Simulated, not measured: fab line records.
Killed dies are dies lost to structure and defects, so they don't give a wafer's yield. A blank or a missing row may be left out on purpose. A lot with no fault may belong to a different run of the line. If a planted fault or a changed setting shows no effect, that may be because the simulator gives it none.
A struck lot beside a sound one -- flow n5_finfet -- 16 steps out of a route of 1938
Sound: the wafers L992.2, L992.3, L992.4. Struck: wafers L102.1, L102.5, L102.6. At the end, the cause is stated.
At each step with rows: each side's tool, then ch and its chambers, then its first start. Under that, the readings that differ: sound wafers -- struck wafers -- difference of the means -- sigmas: that difference in standard deviations of wafers without a fault.
alike: same words and numbers on both sides, and readings whose means sit less than 2 such deviations apart. not compared: any withheld reading, any reading some wafer has no value for, any bound like >300 that may hide the same value, and any number with overlapping values for which the record gives no deviation.
A row with sigmas, a row that says differs or no value, or rows on one side alone: a step with any of these is where the two part. Non-overlapping numbers with no deviation appear without sigmas and do not part them. Lack of a reading on every wafer of one side parts them only where that side has two or more wafers.

N5_BEOL_M3_INSPECT_30: inspects for defects (brightfield).
  struck on defect_inspect-01, day 11 17:04; sound on defect_inspect-02, day 9 17:36
  alike: raw_defect_count
N5_BEOL_M3_DESCUM_33: chemistry O2, time 7 s.
  sound on rie_diel-02 ch 0,2,3, day 9 17:38; struck on rie_diel-01 ch 1,2, day 11 17:27
reading,sound,struck,difference,sigmas
o2_flow_sccm (sccm),225.7 226.5 225.5,224.0 224.7 224.9,-1.4,-2
  alike: drypump_motor_current_A, oes_product_au, rf_vpp_V, showerhead_plenum_p_Torr, throttle_valve_pct
  not compared: rf_hours_counter_h
then, 2 steps without rows for these wafers: N5_BEOL_M3_ETCH_77 (etches underlayer in N2/H2, target depth 6.5 nm, time 5.2 s); N5_BEOL_M3_ETCH_69 (etches SiARC in CF4, target depth 15.6 nm, time 26 s).
N5_BEOL_M3_ALD_98: deposits SiO2, target thk 2.5 nm, pulse time 1 s, co reactant pulse time 1 s.
  sound on ald_sin-02 ch 1,2,3, day 9 17:46; struck on ald_sin-03 ch 2,3, day 11 17:35
reading,sound,struck,difference,sigmas
precursor_pulse_height_rel,0.984 0.955 0.992,1.024 1.042 1.012,+0.049,+2
  alike: heater_power_w
N5_BEOL_M3_ETCHBACK_99: etches SiO2 in CHF3, target depth 5 nm, time 10.4 s.
  sound on rie_diel-01 ch 0,1,3, day 9 21:00; struck on rie_diel-06 ch 0,1, day 12 02:30
  alike: drypump_motor_current_A, oes_ar_750_au, oes_f_703_au, oes_product_au, rf_vpp_V, showerhead_plenum_p_Torr, throttle_valve_pct
  not compared: rf_hours_counter_h
N5_BEOL_M3_ETCH_70: etches SOC in N2/H2, target depth 80 nm, overetch 16 nm, time 120 s.
  sound on rie_diel-01 ch 0,1,3, day 9 21:02; struck on rie_diel-06 ch 0,1, day 12 02:32
reading,sound,struck,difference,sigmas
n2_flow_sccm (sccm),201.9 201.0 200.7,200.0 199.8 199.3,-1.5,-3
  alike: bias_w, drypump_motor_current_A, oes_product_au, rf_vpp_V, showerhead_plenum_p_Torr, throttle_valve_pct
  not compared: rf_hours_counter_h
then, 4 steps without rows for these wafers: N5_BEOL_M3_STRIP_71 (strips in N2/H2); N5_BEOL_M3_STRIP_78 (strips in N2/H2); N5_BEOL_M3_VIA_ETCH_34 (etches the open film in C4F6/O2, target depth 69.4 nm, time 65.9 s); N5_BEOL_M3_STRIP_83 (strips in C4F6/O2).
N5_BEOL_M3_STRIP_36: strips in N2/H2.
  sound on rie_diel-01 ch 0,1,3, day 9 21:12; struck on rie_diel-06 ch 0,1, day 12 02:42
  alike: drypump_motor_current_A, n2_flow_sccm, oes_product_au, rf_vpp_V, showerhead_plenum_p_Torr, throttle_valve_pct
  not compared: rf_hours_counter_h
N5_BEOL_M3_TRENCH_ETCH_37: etches SiOC in C4F6/O2, target depth 55.555 nm, time 29.2 s.
  sound on rie_diel-01 ch 0,1,3, day 9 21:14; struck on rie_diel-06 ch 0,1, day 12 02:44
reading,sound,struck,difference,sigmas
bias_w (W),185.1 184.5 185.4,169.6 170.3 169.2,-15.3,-27
rf_vpp_V (V),662 658 665,611 611 636,-42,-6
model.BEOL_M3.feature_depth_nm (nm),56 56.4 54.8,53.8 54 53.2,-2.1,
model.etch.depth_nm (nm),55.97 56.32 54.84,53.84 54.07 53.22,-2.00,
  alike: drypump_motor_current_A, oes_ar_750_au, oes_f_703_au, oes_product_au, showerhead_plenum_p_Torr, throttle_valve_pct
  not compared: rf_hours_counter_h
then, 1 step without rows for these wafers: N5_BEOL_M3_ETCH_41 (etches SiCN in CH3F/O2, target depth 29.9 nm, time 52.5 s).
N5_BEOL_M4_RC_MEAS_101:
  sound on prober-02 ch 0, day 10 17:31; struck on prober-02 ch 0, day 12 18:07
  alike: DIBL_N, DIBL_P, IOFF_N, IOFF_P, ION_N, ION_P, SS_N, SS_P, VT_N, VT_P
-- here the record skips 4 days between the struck wafers' starts before and after, leaving off in module BEOL_M4 and picking up in module PASSIVATION (first step shown: number 1936 of the route) --
N5_PASSIVATION_PROBE_49:
  struck on prober-02, day 16 22:59; sound on prober-01, day 14 13:04
reading,sound,struck,difference,sigmas
sort_bin_5_function (%),3.9,5.9 5.2 7.5,+2.3,+2
  alike: defect_limited_yield, killed_at_M0_to_M3, killed_at_M4_up, killed_at_contacts, killed_at_front_end, killed_at_other, killed_dies, killed_on_rim, killed_open, killed_short, sort_bin_6_memory, sort_n_pass, sort_yield_pct

== WHERE THEY PART ==
Earliest at N5_BEOL_M3_DESCUM_33; latest, in this record, at N5_PASSIVATION_PROBE_49.

WHY: what the simulator had put in
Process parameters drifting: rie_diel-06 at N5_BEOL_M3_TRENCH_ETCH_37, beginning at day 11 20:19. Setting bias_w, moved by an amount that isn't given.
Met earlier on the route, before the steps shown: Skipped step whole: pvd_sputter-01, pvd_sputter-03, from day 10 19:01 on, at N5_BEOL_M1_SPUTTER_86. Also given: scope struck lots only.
